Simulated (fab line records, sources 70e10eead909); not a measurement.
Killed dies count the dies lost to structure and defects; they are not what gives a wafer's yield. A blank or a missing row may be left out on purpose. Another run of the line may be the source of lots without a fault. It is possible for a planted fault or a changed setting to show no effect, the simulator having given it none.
Chamber matching / flow nandHarc / cmp-03 running NHARC_P_M0_CMP_23: 4 sister chambers
The step polishes, t overpolish 20 s, target thk 117.54 nm. 4 wafers are shown with their chamber, then 8 later ones without.

## WAFERS WITH THEIR CHAMBER
wafer=L083.2; chamber=1; motorCurrentA (A)=11.0
wafer=L092.1; chamber=0; motorCurrentA (A)=12.7
wafer=L092.2; chamber=2; motorCurrentA (A)=11.3
wafer=L095.1; chamber=3; motorCurrentA (A)=13.2

## WAFERS WITHOUT THEIR CHAMBER
wafer=L095.3; motorCurrentA (A)=11.3
wafer=L095.4; motorCurrentA (A)=12.9
wafer=L096.1; motorCurrentA (A)=11.3
wafer=L096.2; motorCurrentA (A)=10.9
wafer=L096.3; motorCurrentA (A)=13.2
wafer=L097.1; motorCurrentA (A)=11.0
wafer=L097.5; motorCurrentA (A)=11.3
wafer=L097.6; motorCurrentA (A)=11.0

## WHICH CHAMBER EACH ONE RAN IN
wafer=L095.3; from the rows above=2; in truth=2
wafer=L095.4; from the rows above=can't be placed: 0 or 3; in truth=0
wafer=L096.1; from the rows above=2; in truth=2
wafer=L096.2; from the rows above=1; in truth=1
wafer=L096.3; from the rows above=3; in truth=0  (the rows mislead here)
wafer=L097.1; from the rows above=1; in truth=1
wafer=L097.5; from the rows above=2; in truth=2
wafer=L097.6; from the rows above=1; in truth=1
Correct placement for 6 of the 8. Not placeable from these rows: 1 (in 1, the candidates include the true chamber). Number placed wrongly: 1.
How it was worked out, from the rows above alone: a wafer's distance from a chamber is the root of the sum, over the readings, of the square of ((its reading less the chamber's mean) divided by the reading's scatter). The wafer belongs to the nearest chamber; if the next one is less than 2 further off, it can't be placed. Each chamber's mean is taken over the wafers shown for it. The scatter: with one shown wafer a chamber, the root of the mean of the squares of how far each hidden wafer lies from its nearest shown one.
